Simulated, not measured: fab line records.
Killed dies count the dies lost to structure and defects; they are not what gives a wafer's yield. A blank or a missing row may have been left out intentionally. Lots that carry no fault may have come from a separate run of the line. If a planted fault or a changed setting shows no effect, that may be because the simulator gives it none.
Matching of chambers || flow n5 finfet || 4 sister chambers for N5_FIN_CUT_CUT_ETCH_28 on rie si-04
The step etches Si in HBr/Cl2/O2, target depth 6 nm, time 2.4 s. 4 wafers are shown with their chamber, then 7 later ones without.

WAFERS, EACH WITH ITS CHAMBER
{"wafer": "L086.1", "chamber": 0, "drypump motor current A (A)": 5.2}
{"wafer": "L086.5", "chamber": 2, "drypump motor current A (A)": 6.1}
{"wafer": "L088.3", "chamber": 3, "drypump motor current A (A)": 5.9}
{"wafer": "L088.5", "chamber": 1, "drypump motor current A (A)": 5.1}

WAFERS MISSING THEIR CHAMBER
{"wafer": "L088.6", "drypump motor current A (A)": 6.1}
{"wafer": "L091.1", "drypump motor current A (A)": 5.3}
{"wafer": "L091.4", "drypump motor current A (A)": 6.1}
{"wafer": "L091.6", "drypump motor current A (A)": 6.1}
{"wafer": "L092.2", "drypump motor current A (A)": 5.9}
{"wafer": "L092.3", "drypump motor current A (A)": 6.1}
{"wafer": "L092.6", "drypump motor current A (A)": 5.2}

CHAMBER TAKEN BY EACH
{"wafer": "L088.6", "from the rows above": 2, "in truth": 2}
{"wafer": "L091.1", "from the rows above": 0, "in truth": 0}
{"wafer": "L091.4", "from the rows above": 2, "in truth": 2}
{"wafer": "L091.6", "from the rows above": 2, "in truth": 2}
{"wafer": "L092.2", "from the rows above": 3, "in truth": 3}
{"wafer": "L092.3", "from the rows above": 2, "in truth": 2}
{"wafer": "L092.6", "from the rows above": 0, "in truth": 0}
Correct placement for 7 of the 7. Left unplaced by these rows: 0. Placed wrongly: 0.
How it was worked out, from the rows above alone: a wafer's distance from a chamber is the root of the sum, over the readings, of the square of ((its reading less the chamber's mean) divided by the reading's scatter). The wafer belongs to the nearest chamber; if the next one is less than 2 further off, it can't be placed. For every chamber, the mean is computed from those of its wafers that are shown. The scatter (one wafer shown for each chamber): square how far every hidden wafer sits from the nearest shown wafer, average those squares and take the square root.
